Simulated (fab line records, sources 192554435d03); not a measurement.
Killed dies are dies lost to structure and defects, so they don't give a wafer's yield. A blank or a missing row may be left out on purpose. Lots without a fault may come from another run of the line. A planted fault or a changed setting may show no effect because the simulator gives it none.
Chamber matching | flow n5_finfet | N5_HKMG_FIN_HK_ALD_01 on ald_hk-01: 4 sister chambers
The step deposits HfO2, target thk 1.6 nm, pulse time 3 s, purge time 3 s. 16 wafers are shown with their chamber, then 7 later ones without.

WAFERS WITH THEIR CHAMBER
wafer  | chamber | precursor_pulse_height_rel
L705.1 | 0       | 1.009
L705.4 | 3       | 1.019
L705.6 | 1       | 1.005
L706.2 | 1       | 0.996
L706.4 | 0       | 0.973
L706.6 | 2       | 1.021
L707.2 | 1       | 0.983
L707.3 | 2       | 1.024
L707.5 | 2       | 0.989
L713.2 | 1       | 1.004
L713.5 | 1       | 1.037
L713.6 | 0       | 1.013
L714.1 | 0       | 0.981
L714.3 | 2       | 1.025
L714.5 | 3       | 0.978
L715.3 | 1       | 0.984

SIGNATURES (means of the wafers above)
reading                    | chamber 0 | chamber 1 | chamber 2 | chamber 3 | scatter within a chamber
precursor_pulse_height_rel | 0.99400   | 1.00150   | 1.01475   | 0.99850   | 0.0202
Rule: a wafer's distance from a chamber is the root of the sum, over the readings, of the square of ((its reading less the chamber's mean) divided by the reading's scatter). The wafer belongs to the nearest chamber; if the next one is less than 2 further off, it can't be placed. The scatter: the root of (the sum of the squares of (reading less its chamber's mean) over the shown wafers, divided by (wafers less chambers)).

WAFERS WITHOUT THEIR CHAMBER
wafer  | precursor_pulse_height_rel
L715.6 | 0.960
L716.2 | 1.024
L716.3 | 0.989
L716.4 | 0.976
L717.1 | 0.991
L717.4 | 0.989
L717.6 | 0.960

WHICH CHAMBER EACH WENT THROUGH
wafer  | from the rows above               | in truth
L715.6 | can't be placed: 0 or 3 or 1 or 2 | 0
L716.2 | can't be placed: 2 or 1 or 3 or 0 | 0
L716.3 | can't be placed: 0 or 3 or 1 or 2 | 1
L716.4 | can't be placed: 0 or 3 or 1 or 2 | 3
L717.1 | can't be placed: 0 or 3 or 1 or 2 | 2
L717.4 | can't be placed: 0 or 3 or 1 or 2 | 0
L717.6 | can't be placed: 0 or 3 or 1 or 2 | 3
Placed correctly: 0 of 7. Can't be placed from these rows: 7 (the true chamber is among the candidates in 7). Placed wrongly: 0.
